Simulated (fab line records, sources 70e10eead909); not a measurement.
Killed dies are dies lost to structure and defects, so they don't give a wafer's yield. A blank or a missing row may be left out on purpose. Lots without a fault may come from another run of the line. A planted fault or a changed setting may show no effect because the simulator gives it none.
Which tool did it? | flow nand_harc | 13 lots, 39 wafers sampled, at 6 steps of a route of 1159

WHAT THE GAUGES READ, wafer by wafer
NHARC_P_ZERO_WELL_CD_MEAS_11: target cd 500 nm.
lot  | measured    | on        | cd_nm (nm)
L558 | day 1 13:15 | cd_sem-01 | 494.9 497.8 501.9
L559 | day 1 19:07 | cd_sem-02 | 493.7 496.5 493.1
L560 | day 2 01:15 | cd_sem-01 | 500.2 495.6 499.6
L562 | day 2 13:15 | cd_sem-02 | 500.0 497.9 500.4
L564 | day 3 01:14 | cd_sem-01 | 500.6 497.4 501.2
L566 | day 3 13:23 | cd_sem-01 | 497.5 493.1 493.8
L567 | day 3 19:14 | cd_sem-01 | 498.3 502.2 498.0
L568 | day 4 01:14 | cd_sem-03 | 501.0 501.5 499.9
L571 | day 4 19:16 | cd_sem-01 | 500.3 500.0 501.7
L572 | day 5 01:15 | cd_sem-01 | 495.7 501.1 502.3
L574 | day 5 13:14 | cd_sem-01 | 499.6 504.0 500.8
L580 | day 7 01:07 | cd_sem-03 | 503.1 500.7 500.7
L581 | day 7 07:14 | cd_sem-03 | 502.2 501.0 502.1

NHARC_P_GATE_CD_MEAS_26: target cd 120 nm.
lot  | measured     | on        | cd_nm (nm)
L558 | day 4 17:24  | cd_sem-03 | 120.8 121.6 120.6
L559 | day 4 21:46  | cd_sem-01 | 117.3 119.8 117.5
L560 | day 4 22:27  | cd_sem-03 | 119.0 118.1 118.4
L562 | day 5 19:17  | cd_sem-01 | 120.2 120.7 120.8
L564 | day 6 08:11  | cd_sem-02 | 117.7 119.0 117.3
L566 | day 6 15:37  | cd_sem-02 | 120.5 119.0 120.3
L567 | day 7 05:25  | cd_sem-03 | 121.4 120.7 121.0
L568 | day 7 05:55  | cd_sem-01 | 118.5 118.9 118.5
L571 | day 7 20:32  | cd_sem-01 | 120.1 119.6 120.1
L572 | day 8 03:38  | cd_sem-03 | 118.7 119.9 120.2
L574 | day 8 21:29  | cd_sem-03 | 120.1 119.4 118.9
L580 | day 10 00:01 | cd_sem-03 | 129.4 131.2 132.0
L581 | day 10 06:37 | cd_sem-02 | 131.8 131.7 131.7

NHARC_P_GATE_CD_MEAS_91: target cd 2000 nm.
lot  | measured     | on        | cd_nm (nm)
L558 | day 5 08:40  | cd_sem-03 | 1998.8 1998.8 2000.8
L559 | day 5 14:26  | cd_sem-03 | 1998.2 1998.8 1997.6
L560 | day 5 15:26  | cd_sem-01 | 1998.0 2000.7 1997.9
L562 | day 6 13:13  | cd_sem-02 | 1999.2 2000.3 2000.5
L564 | day 7 00:04  | cd_sem-01 | 2002.2 2000.7 2001.1
L566 | day 7 07:49  | cd_sem-02 | 1999.7 2001.2 1997.3
L567 | day 7 20:53  | cd_sem-01 | 2001.7 2002.1 2002.0
L568 | day 7 21:35  | cd_sem-01 | 2000.1 1999.8 1999.3
L571 | day 8 12:27  | cd_sem-02 | 1999.3 2004.0 2000.2
L572 | day 8 19:39  | cd_sem-01 | 2001.1 2001.1 2003.3
L574 | day 9 13:22  | cd_sem-02 | 1998.0 1996.9 2002.8
L580 | day 10 15:43 | cd_sem-01 | 1998.0 1997.8 2000.8
L581 | day 10 21:57 | cd_sem-02 | 1997.8 2000.5 1999.5

NHARC_END_SORT_01.
lot  | measured     | on        | killed_at_array | killed_at_other | killed_at_periphery | killed_dies | killed_open | killed_short
L580 | day 24 08:29 | prober-02 | 41 37           | 0 0             | 7 5                 | 48 42       | 6 1         | 3 0
L581 | day 24 06:50 | prober-01 | 32 42           | 0 0             | 11 8                | 43 50       | 2 5         | 5 1

WHICH TOOL RAN EACH LOT (tool, then ch and the chambers of the sampled wafers, then the start)
lot  | NHARC_P_GATE_EXPOSE_23             | NHARC_P_GATE_STRIP_112
L558 | arfi_scanner-01 ch 0, day 4 17:16  | plasma_asher-02 ch 0,1, day 5 07:37
L559 | arfi_scanner-02 ch 0, day 4 21:38  | plasma_asher-02 ch 0,1, day 5 13:24
L560 | arfi_scanner-01 ch 0, day 4 22:19  | plasma_asher-01 ch 0,1, day 5 14:16
L562 | arfi_scanner-02 ch 0, day 5 19:09  | plasma_asher-01 ch 0,1, day 6 12:17
L564 | arfi_scanner-02 ch 0, day 6 08:03  | plasma_asher-01 ch 0,1, day 6 23:02
L566 | arfi_scanner-02 ch 0, day 6 15:29  | plasma_asher-01 ch 0,1, day 7 06:37
L567 | arfi_scanner-03 ch 0, day 7 05:17  | plasma_asher-01 ch 0,1, day 7 19:50
L568 | arfi_scanner-03 ch 0, day 7 05:47  | plasma_asher-01 ch 0,1, day 7 20:23
L571 | arfi_scanner-01 ch 0, day 7 20:23  | plasma_asher-02 ch 0,1, day 8 11:26
L572 | arfi_scanner-02 ch 0, day 8 03:29  | plasma_asher-01 ch 0,1, day 8 18:28
L574 | arfi_scanner-01 ch 0, day 8 21:20  | plasma_asher-01 ch 0,1, day 9 12:11
L580 | arfi_scanner-01 ch 0, day 9 23:53  | plasma_asher-02 ch 0,1, day 10 14:36
L581 | arfi_scanner-01 ch 0, day 10 06:29 | plasma_asher-02 ch 0,1, day 10 20:49
- NHARC_P_GATE_EXPOSE_23: exposes mask P GATE, target cd 120 nm.
- NHARC_P_GATE_STRIP_112: strips in N2/H2, time 200 s.

WHAT THE TOOLS THEMSELVES READ (means of the sampled wafers that have a number; where no wafer has one, the mark that the record gives instead)
NHARC_P_GATE_EXPOSE_23.
lot  | tool            | exposure_dose_mJ_cm2 | focus_offset_nm (nm)
L558 | arfi_scanner-01 | 93.80                | 0.1
L559 | arfi_scanner-02 | 93.94                | 0.6
L560 | arfi_scanner-01 | 93.89                | -0.0
L562 | arfi_scanner-02 | 93.88                | -0.1
L564 | arfi_scanner-02 | 93.82                | 0.3
L566 | arfi_scanner-02 | 94.05                | 0.2
L567 | arfi_scanner-03 | 93.86                | 1.1
L568 | arfi_scanner-03 | 93.88                | 0.0
L571 | arfi_scanner-01 | 93.91                | 0.5
L572 | arfi_scanner-02 | 93.96                | -0.5
L574 | arfi_scanner-01 | 93.75                | -0.0
L580 | arfi_scanner-01 | 78.24                | 0.1
L581 | arfi_scanner-01 | 78.18                | -0.1

NHARC_P_GATE_STRIP_112.
lot  | tool            | drypump_motor_current_A (A) | heater_power_w (W)
L558 | plasma_asher-02 | 5.7                         | 89
L559 | plasma_asher-02 | 5.6                         | 88
L560 | plasma_asher-01 | 5.5                         | 99
L562 | plasma_asher-01 | 5.5                         | 99
L564 | plasma_asher-01 | 5.4                         | 96
L566 | plasma_asher-01 | 5.5                         | 97
L567 | plasma_asher-01 | 5.5                         | 98
L568 | plasma_asher-01 | 5.4                         | 96
L571 | plasma_asher-02 | 5.9                         | 90
L572 | plasma_asher-01 | 5.5                         | 98
L574 | plasma_asher-01 | 5.4                         | 96
L580 | plasma_asher-02 | 5.7                         | 94
L581 | plasma_asher-02 | 5.9                         | 94

THE ANSWER, worked out from the rows above alone
Rule: what is usual is taken from the lots themselves. Put in order of their means at a reading, lots are off if they are a third of the lots or fewer, leave a main group of 4 or more, and stand apart from it by a gap of 3 or more times the standard deviation of the main group's means; of several such gaps the widest counts. A main group whose means are all the same, to the digits that the tables above print for the reading, isn't used. A lot without any number at a reading at which 4 lots or more have one is off too. The other lots that the step has rows for count as sound. The gauges are gone through in route order, then the tools' own readings, and for those a lot's mean is taken as printed above. The first step at which some lot is off is used, and at that step the reading that is off furthest; a lot without a number counts as furthest.
Off: L580, L581, at NHARC_P_GATE_CD_MEAS_26 (cd_nm). The main group: mean 119.5 nm, standard deviation 1.
A tool fits if, at a process step before that reading, it ran every lot that is off, and no sound lot after the first of them. The gauges at NHARC_P_GATE_CD_MEAS_26 aren't tried: what is off there is off at NHARC_P_GATE_EXPOSE_23 too, on other tools, and a gauge's error can't cause that. One fits: arfi_scanner-01 at NHARC_P_GATE_EXPOSE_23. Its last sound lot is L574 (day 8 21:20), its first lot that is off L580 (day 9 23:53): a fault that began between those two fits.
The tool's own readings at NHARC_P_GATE_EXPOSE_23 bear it out: on the lots that are off they differ by more than 5 times the standard deviation of the sound lots' means. exposure_dose_mJ_cm2 reads 78.21 there against 93.89 on the sound lots.

WHAT THE SIMULATOR HAD PUT IN
Process parameter drift: arfi_scanner-01, from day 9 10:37 on, at NHARC_P_GATE_EXPOSE_23. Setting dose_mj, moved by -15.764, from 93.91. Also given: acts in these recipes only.
Lots struck among those shown: L580, L581. The rule above found the same.
